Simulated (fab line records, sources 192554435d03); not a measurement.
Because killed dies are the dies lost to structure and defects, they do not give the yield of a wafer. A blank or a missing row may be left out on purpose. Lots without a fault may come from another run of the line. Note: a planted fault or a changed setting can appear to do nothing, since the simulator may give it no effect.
Which tool was responsible? | flow n5_finfet | Sampling: 9 lots, 27 wafers, 8 of 1938 route steps

## WHAT EACH GAUGE READ, for each wafer
N5_BEOL_M4_THK_MEAS_53: measures by xrf.
lot  | measured     | on            | M4_THK (nm)
L244 | day 8 18:13  | film_metro-02 | 42.6 39.1 40.3
L248 | day 9 12:32  | film_metro-01 | 41.9 40.7 39.8
L253 | day 11 01:19 | film_metro-01 | 300.0 298.0 295.3
L254 | day 11 09:03 | film_metro-01 | 300.9 294.5 294.2
L255 | day 11 17:30 | film_metro-01 | 292.6 293.1 294.5
L257 | day 12 12:13 | film_metro-01 | 40.0 41.2 40.1
L262 | day 13 10:25 | film_metro-02 | 40.0 40.2 39.9
L264 | day 14 01:53 | film_metro-02 | 39.1 41.4 42.8
L265 | day 14 02:16 | film_metro-01 | 39.5 39.7 38.9

N5_BEOL_M4_RS_MEAS_58: a four-point-probe measurement.
lot  | measured     | on            | M4_RS (ohm/sq)
L244 | day 8 18:39  | film_metro-02 | 0.613 0.691 0.661
L248 | day 9 12:47  | film_metro-01 | 0.617 0.641 0.659
L253 | day 11 01:37 | film_metro-02 | 0.057 0.058 0.058
L254 | day 11 09:20 | film_metro-02 | 0.057 0.058 0.058
L255 | day 11 17:46 | film_metro-01 | 0.059 0.058 0.058
L257 | day 12 12:30 | film_metro-01 | 0.659 0.633 0.657
L262 | day 13 10:41 | film_metro-01 | 0.665 0.662 0.669
L264 | day 14 02:09 | film_metro-02 | 0.686 0.640 0.614
L265 | day 14 02:31 | film_metro-02 | 0.665 0.659 0.676

N5_BEOL_M4_INSPECT_59: inspects for defects (darkfield).
lot  | measured     | on                | raw_defect_count
L244 | day 8 18:41  | defect_inspect-02 | 75 109 107
L248 | day 9 12:49  | defect_inspect-01 | 32 47 43
L253 | day 11 01:38 | defect_inspect-01 | 5106 5036 5090
L254 | day 11 09:22 | defect_inspect-01 | 5113 5077 5036
L255 | day 11 17:47 | defect_inspect-02 | 5185 5090 4957
L257 | day 12 12:31 | defect_inspect-01 | 89 68 54
L262 | day 13 10:43 | defect_inspect-02 | 93 50 69
L264 | day 14 02:10 | defect_inspect-02 | 78 84 58
L265 | day 14 02:33 | defect_inspect-02 | 74 51 47

N5_BEOL_M4_RC_MEAS_101.
lot  | measured     | on        | DIBL_N (mV/V)  | DIBL_P (mV/V)  | IOFF_N (nA/um)    | IOFF_P (nA/um) | ION_N (uA/um) | ION_P (uA/um) | SS_N (mV/dec)  | SS_P (mV/dec)  | VT_N (mV)   | VT_P (mV)
L244 | day 8 18:42  | prober-01 | 36.8 35.3 34.1 | 36.7 34.5 33.3 | 0.151 0.128 0.108 | 0.20 0.17 0.15 | 668 657 652   | 456 457 452   | 72.1 71.0 71.1 | 73.5 72.6 72.0 | 253 254 257 | -252 -253 -253
L248 | day 9 13:09  | prober-02 | 36.1 37.2 37.6 | 36.8 37.7 38.2 | 0.167 0.183 0.205 | 0.26 0.29 0.31 | 682 678 691   | 469 469 478   | 71.8 71.8 72.7 | 73.0 73.2 73.7 | 248 248 246 | -249 -244 -241
L257 | day 12 12:33 | prober-02 | 36.8 38.9 37.2 | 38.4 39.4 39.1 | 0.179 0.191 0.189 | 0.24 0.25 0.25 | 691 688 680   | 479 467 473   | 71.9 72.7 71.8 | 73.8 74.2 73.2 | 248 248 246 | -248 -246 -246
L262 | day 13 10:53 | prober-01 | 34.1 38.7 34.6 | 35.2 39.7 37.3 | 0.132 0.234 0.162 | 0.18 0.26 0.22 | 647 708 687   | 459 469 470   | 71.3 72.9 72.3 | 73.8 74.2 73.6 | 253 244 246 | -253 -247 -254
L264 | day 14 02:12 | prober-02 | 38.5 35.4 36.8 | 38.6 35.1 37.2 | 0.170 0.135 0.166 | 0.23 0.19 0.22 | 670 671 679   | 464 456 461   | 72.0 71.2 71.5 | 73.9 72.6 73.7 | 251 250 250 | -251 -253 -249
L265 | day 14 02:34 | prober-01 | 34.7 35.3 34.8 | 35.1 36.0 35.4 | 0.136 0.142 0.128 | 0.19 0.21 0.20 | 671 664 660   | 457 459 456   | 70.9 71.9 71.4 | 72.2 73.1 72.6 | 252 252 254 | -252 -251 -253

## EACH LOT AND THE TOOL THAT RAN IT (in order: tool; ch and the chambers of the sampled wafers; start)
lot  | N5_BEOL_M4_ALD_84                   | N5_BEOL_M4_SPUTTER_86        | N5_BEOL_M4_SPUTTER_96        | N5_BEOL_M4_CMP_52
L244 | ald_metal-03 ch 0,2,3, day 8 14:55  | pvd_sputter-01, day 8 16:19  | pvd_sputter-01, day 8 17:25  | cmp-02 ch 2,3, day 8 17:55
L248 | ald_metal-02 ch 0,2, day 9 08:54    | pvd_sputter-01, day 9 10:37  | pvd_sputter-01, day 9 11:43  | cmp-02 ch 0,3, day 9 12:14
L253 | ald_metal-02 ch 1,3, day 10 22:04   | pvd_sputter-02, day 10 23:26 | pvd_sputter-02, day 11 00:32 | cmp-02 ch 0,1,3, day 11 01:01
L254 | ald_metal-03 ch 0,1, day 11 05:53   | pvd_sputter-01, day 11 07:10 | pvd_sputter-01, day 11 08:16 | cmp-02 ch 1,2,3, day 11 08:47
L255 | ald_metal-02 ch 1,2, day 11 14:18   | pvd_sputter-03, day 11 15:37 | pvd_sputter-03, day 11 16:43 | cmp-02 ch 0,2,3, day 11 17:14
L257 | ald_metal-04 ch 0,3, day 12 09:08   | pvd_sputter-01, day 12 10:19 | pvd_sputter-01, day 12 11:25 | cmp-04 ch 0,2,3, day 12 11:59
L262 | ald_metal-03 ch 0,1,2, day 13 07:11 | pvd_sputter-03, day 13 08:32 | pvd_sputter-03, day 13 09:38 | cmp-01 ch 0,2,3, day 13 10:10
L264 | ald_metal-02 ch 0,3, day 13 22:36   | pvd_sputter-03, day 13 23:59 | pvd_sputter-03, day 14 01:05 | cmp-02 ch 0,1,3, day 14 01:37
L265 | ald_metal-03 ch 1,3, day 13 22:51   | pvd_sputter-01, day 14 00:22 | pvd_sputter-01, day 14 01:28 | cmp-01 ch 1,2,3, day 14 02:02
- N5_BEOL_M4_ALD_84: deposits TaN, pulse time 2 s, purge time 3 s, co reactant purge time 2 s.
- N5_BEOL_M4_SPUTTER_86: material Cu, target thk 4.5 nm, time 8.29 s.
- N5_BEOL_M4_SPUTTER_96: material Cu, target thk 4.5 nm, time 8.29 s.
- N5_BEOL_M4_CMP_52: polishes, stops on SiOC, t overpolish 6.8 s, target thk 40 nm.

## WHAT THE TOOLS THEMSELVES READ (means of the sampled wafers that have a number; where no wafer has one, the mark that the record gives instead)
N5_BEOL_M4_ALD_84.
lot  | tool         | heater_power_w (W) | precursor_vessel_pressure_torr (Torr)
L244 | ald_metal-03 | 396                | 26.24
L248 | ald_metal-02 | 394                | 26.35
L253 | ald_metal-02 | 403                | 26.26
L254 | ald_metal-03 | 409                | 26.30
L255 | ald_metal-02 | 406                | 26.33
L257 | ald_metal-04 | 377                | 26.26
L262 | ald_metal-03 | 425                | 26.25
L264 | ald_metal-02 | 393                | 26.29
L265 | ald_metal-03 | 394                | 26.21

N5_BEOL_M4_SPUTTER_86.
lot  | tool           | throttle_valve_pct (%)
L244 | pvd_sputter-01 | 29.8
L248 | pvd_sputter-01 | 28.9
L253 | pvd_sputter-02 | 30.6
L254 | pvd_sputter-01 | 30.0
L255 | pvd_sputter-03 | 29.7
L257 | pvd_sputter-01 | 30.0
L262 | pvd_sputter-03 | 29.0
L264 | pvd_sputter-03 | 29.7
L265 | pvd_sputter-01 | 30.8

N5_BEOL_M4_SPUTTER_96.
lot  | tool           | throttle_valve_pct (%)
L244 | pvd_sputter-01 | 29.9
L248 | pvd_sputter-01 | 28.5
L253 | pvd_sputter-02 | 30.8
L254 | pvd_sputter-01 | 30.1
L255 | pvd_sputter-03 | 29.7
L257 | pvd_sputter-01 | 29.8
L262 | pvd_sputter-03 | 28.9
L264 | pvd_sputter-03 | 29.6
L265 | pvd_sputter-01 | 30.6

N5_BEOL_M4_CMP_52.
lot  | tool   | barrier_field_endpoint_s (s) | clearing_platen_down_force_psi (psi) | motor_current_A (A) | overpolish_run_s (s) | retaining_ring_pressure_frac | time_to_endpoint_s (s)
L244 | cmp-02 | 24.4                         | 1.4988                               | 5.8                 | 6.800                | 1.001                        | 65
L248 | cmp-02 | 24.9                         | 1.5010                               | 5.9                 | 6.799                | 0.999                        | 67
L253 | cmp-02 | -                            | -                                    | -                   | -                    | -                            | -
L254 | cmp-02 | -                            | -                                    | -                   | -                    | -                            | -
L255 | cmp-02 | -                            | -                                    | -                   | -                    | -                            | -
L257 | cmp-04 | 24.5                         | 1.4994                               | 5.9                 | 6.790                | 0.998                        | 64
L262 | cmp-01 | 25.2                         | 1.5011                               | 5.4                 | 6.800                | 1.001                        | 63
L264 | cmp-02 | 25.1                         | 1.4994                               | 5.8                 | 6.789                | 0.998                        | 65
L265 | cmp-01 | 24.7                         | 1.4999                               | 5.4                 | 6.793                | 1.003                        | 62

## THE ANSWER, worked out from the rows above alone
Rule: usual is defined by the lots themselves. The widest of any qualifying gaps counts: lots, ordered by their means at a reading, are off when they make up no more than a third of the lots, leave a main group of 4 or more, and stand apart from it by 3 or more times the standard deviation of that group's means. The tables above print the reading to a certain number of digits; a main group whose means all agree to those digits is not used. Also off: a lot with no number at a reading for which 4 or more lots have one. Any other lot the step has rows for is counted as sound. First the gauges in route order, then the tools' own readings, where a lot's mean is used as printed above. At the first step where some lot is off, the reading lying furthest off is the one used; lots without a number count as furthest.
Off: L253, L254, L255, seen at N5_BEOL_M4_THK_MEAS_53 (M4_THK). For the main group the mean is 40.4 nm and the standard deviation 0.57.
A tool fits if, at a process step before that reading, it ran every lot that is off, and no sound lot after the first of them. The gauges at N5_BEOL_M4_THK_MEAS_53 aren't tried: what is off there is off at N5_BEOL_M4_INSPECT_59 too, on other tools, and a gauge's error can't cause that. Of those tried, none fits.

## WHAT THE SIMULATOR HAD INSERTED
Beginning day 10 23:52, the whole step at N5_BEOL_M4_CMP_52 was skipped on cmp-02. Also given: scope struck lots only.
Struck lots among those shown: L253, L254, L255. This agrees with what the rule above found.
